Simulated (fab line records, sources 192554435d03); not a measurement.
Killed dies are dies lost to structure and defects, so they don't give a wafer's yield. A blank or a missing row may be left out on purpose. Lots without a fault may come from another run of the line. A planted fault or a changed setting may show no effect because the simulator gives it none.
A struck lot beside a sound one | flow n5_finfet | 15 steps out of a route of 1938
Sound: wafers L897.1, L897.2, L897.3. Struck: wafers L903.1, L903.2, L903.4. The cause comes at the end.
At each step with rows: each side's tool, then ch and its chambers, then its first start. Under that, the readings that differ: sound wafers | struck wafers | difference of the means | sigmas: that difference in standard deviations of wafers without a fault.
alike: readings whose means differ by less than 2 such deviations, and words and numbers that are the same on both sides. not compared: withheld readings, readings that some wafer has no value for, bounds like >300 that may hide the same value, and numbers for which the record gives no deviation and whose values overlap.
The two part at a step that has a row with sigmas, a row that says differs or no value, or rows on one side only. Numbers that don't overlap but have no deviation are shown without sigmas and don't part them. A reading that every wafer of one side lacks parts them only if that side has two wafers or more.

first, 5 steps without rows for these wafers: N5_BEOL_M15_SOFTBAKE_05 (time 60 s); N5_BEOL_M15_EXPOSE_07 (exposes mask V14); N5_BEOL_M15_PEB_08 (peb time 90 s); N5_BEOL_M15_DEVELOP_09 (develop time 45 s); N5_BEOL_M15_HARDBAKE_14 (time 120 s).
N5_BEOL_M15_CD_MEAS_10: target cd 360 nm.
  sound on cd_sem-02 ch 0, day 12 05:53; struck on cd_sem-03 ch 0, day 14 07:07
  alike: cd_nm
N5_BEOL_M15_OVL_MEAS_11:
  sound on overlay-01 ch 0, day 12 05:55; struck on overlay-01 ch 0, day 14 07:09
  alike: V14_OVL
N5_BEOL_M15_INSPECT_12: inspects for defects (macro).
  sound on defect_inspect-02, day 12 05:57; struck on defect_inspect-01, day 14 07:11
  alike: raw_defect_count
N5_BEOL_M15_DESCUM_15: chemistry O2, time 7.9 s.
  sound on rie_diel-06 ch 0,1,2, day 12 05:59; struck on rie_diel-06 ch 0,2,3, day 14 07:13
  alike: drypump_motor_current_A, oes_product_au, rf_vpp_V, showerhead_plenum_p_Torr, throttle_valve_pct
  not compared: rf_hours_counter_h
N5_BEOL_M15_ETCH_59: etches BARC in N2/H2, target depth 89 nm, overetch 26.7 nm, time 67.9 s.
  sound on rie_diel-06 ch 0,1,2, day 12 06:01; struck on rie_diel-06 ch 0,2,3, day 14 07:15
  alike: drypump_motor_current_A, n2_flow_sccm, oes_product_au, rf_vpp_V, showerhead_plenum_p_Torr, throttle_valve_pct
  not compared: rf_hours_counter_h
N5_BEOL_M15_VIA_ETCH_16: etches SiO2 in C4F8/O2/Ar, target depth 1792.2 nm.
  sound on rie_diel-06 ch 0,1,2, day 12 06:04; struck on rie_diel-06 ch 0,2,3, day 14 07:18
  alike: drypump_motor_current_A, oes_product_au, rf_vpp_V, showerhead_plenum_p_Torr, throttle_valve_pct
N5_BEOL_M15_STRIP_63: strips in O2.
  sound on rie_diel-06 ch 0,1,2; struck on rie_diel-06 ch 0,2,3
  alike: chamber_pressure_mTorr, drypump_motor_current_A, oes_product_au, rf_vpp_V, showerhead_plenum_p_Torr, throttle_valve_pct
  not compared: rf_hours_counter_h
N5_BEOL_M15_STRIP_64: strips in O2.
  sound on rie_diel-06 ch 0,1,2, day 12 06:00; struck on rie_diel-06 ch 0,2,3, day 14 07:00
  no value came back on the struck wafers for any of 8 readings (bias_power_w (W), chamber_pressure_mTorr (mTorr) and others); on the sound wafers bias_power_w (W) reads 0 0 0
  reading                                    | sound | struck     | difference | sigmas
  model.BARC_of_BEOL_M15_COAT_58.thk_nm (nm) | 0 0 0 | 89 89.2 89 | +89        |
then, 1 step without rows for these wafers: N5_BEOL_M15_STRIP_65 (strips in post etch residue remover, time 60 s).
N5_PASSIVATION_PROBE_49:
  the record has rows for the sound wafers here (prober-01, day 13 00:14) and none for the struck ones

WHERE THEY PART
First at N5_BEOL_M15_STRIP_64; last, within this record, at N5_PASSIVATION_PROBE_49.

WHY: what the simulator had put in
Skipped step whole: rie_diel-06, from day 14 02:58 on, at N5_BEOL_M15_STRIP_64. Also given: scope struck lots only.
